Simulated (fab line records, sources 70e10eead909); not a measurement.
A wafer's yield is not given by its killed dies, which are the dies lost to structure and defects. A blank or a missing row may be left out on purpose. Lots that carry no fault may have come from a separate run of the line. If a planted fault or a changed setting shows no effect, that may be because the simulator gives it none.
A lot that was struck, set against a sound lot :: flow nand_harc :: 13 out of 1159 route steps
Sound: these wafers, L655.1, L655.2, L655.3. The struck wafers were L664.2, L664.3, L664.5. The cause comes at the end.
At each step with rows: each side's tool, then ch and its chambers, then its first start. Under that, the readings that differ: sound wafers :: struck wafers :: difference of the means :: sigmas: that difference in standard deviations of wafers without a fault.
alike: a reading whose means differ by less than 2 such deviations, as well as words and numbers matching on both sides. not compared: withheld readings; readings where some wafer has no value; bounds like >300 that might hide an equal value; numbers whose values overlap and for which the record gives no deviation.
The two part at a step that has a row with sigmas, a row that says differs or no value, or rows on one side only. Non-overlapping numbers with no deviation appear without sigmas and do not part them. A reading missing from all wafers of one side parts the sides only when that side holds two or more wafers.

NHARC_A_STAIRCASE_DEP_417: deposits Si3N4, target thk 60 nm.
  sound on pecvd-03 ch 0,1,2, day 15 07:54; struck on pecvd-03 ch 0,2, day 17 00:41
  alike: heater_power_outer_w, heater_power_w, rf_fwd_power_W, susceptor_temp_C
then, 3 steps without rows for these wafers: NHARC_A_STAIRCASE_WET_418 (chemistry H3PO4, target depth 20 nm); NHARC_A_STAIRCASE_PRECLEAN_419 (cleans in SC1); NHARC_A_STAIRCASE_SRD_421.
NHARC_A_STAIRCASE_ALD_420: deposits SiO2, target thk 20 nm, pulse time 6 s, ald cycles 200.
  sound on ald_hk-01 ch 0,1,3, day 15 11:25; struck on ald_hk-01 ch 0,2,3, day 17 03:27
reading: susceptor_temp_C (C)
sound: - - -
struck: 299.87 299.94 300.03
difference: no value on the sound wafers
sigmas: 
  alike: heater_power_w, precursor_pulse_height_rel
then, 1 step without rows for these wafers: NHARC_A_STAIRCASE_CVD_552 (deposits SiNx, target thk 40 nm).
NHARC_A_STAIRCASE_DEP_151: deposits SiO2, target thk 3800 nm.
  sound on pecvd-02 ch 0,1,2, day 15 19:37; struck on pecvd-02 ch 1,2, day 17 11:50
  alike: heater_power_outer_w, heater_power_w, rf_fwd_power_W, susceptor_temp_C
then, 1 step without rows for these wafers: NHARC_A_STAIRCASE_ANNEAL_320 (time 1800 s).
NHARC_A_STAIRCASE_DEP_322: deposits SiO2, target thk 3800 nm.
  sound on pecvd-04 ch 0,1,2, day 16 02:43; struck on pecvd-03 ch 1,2, day 17 17:38
  alike: heater_power_outer_w, heater_power_w, rf_fwd_power_W, susceptor_temp_C
then, 1 step without rows for these wafers: NHARC_A_STAIRCASE_ANNEAL_323 (time 1800 s).
NHARC_A_STAIRCASE_DEP_325: deposits SiO2, target thk 3800 nm.
  sound on pecvd-03 ch 0,1,2, day 16 09:48; struck on pecvd-04 ch 0,1,2, day 18 01:14
  no value came back on the struck wafers for heater_power_outer_w (W), heater_power_w (W), rf_fwd_power_W (W), susceptor_temp_C (C); on the sound wafers heater_power_outer_w (W) reads 340 486 500
then, 1 step without rows for these wafers: NHARC_A_STAIRCASE_ANNEAL_326 (time 1800 s).
-- jump in the record: it breaks off in module A_STAIRCASE and resumes in module END (first step shown: number 1159 of the route), and 6 days separate the struck wafers' starts before and after --
NHARC_END_SORT_01:
  here the record holds rows for the struck wafers (prober-01 ch 0, day 24 11:49) but none for the sound ones

WHERE THEY PART
First at NHARC_A_STAIRCASE_ALD_420; last, within this record, at NHARC_END_SORT_01.

WHY: what the simulator had put in
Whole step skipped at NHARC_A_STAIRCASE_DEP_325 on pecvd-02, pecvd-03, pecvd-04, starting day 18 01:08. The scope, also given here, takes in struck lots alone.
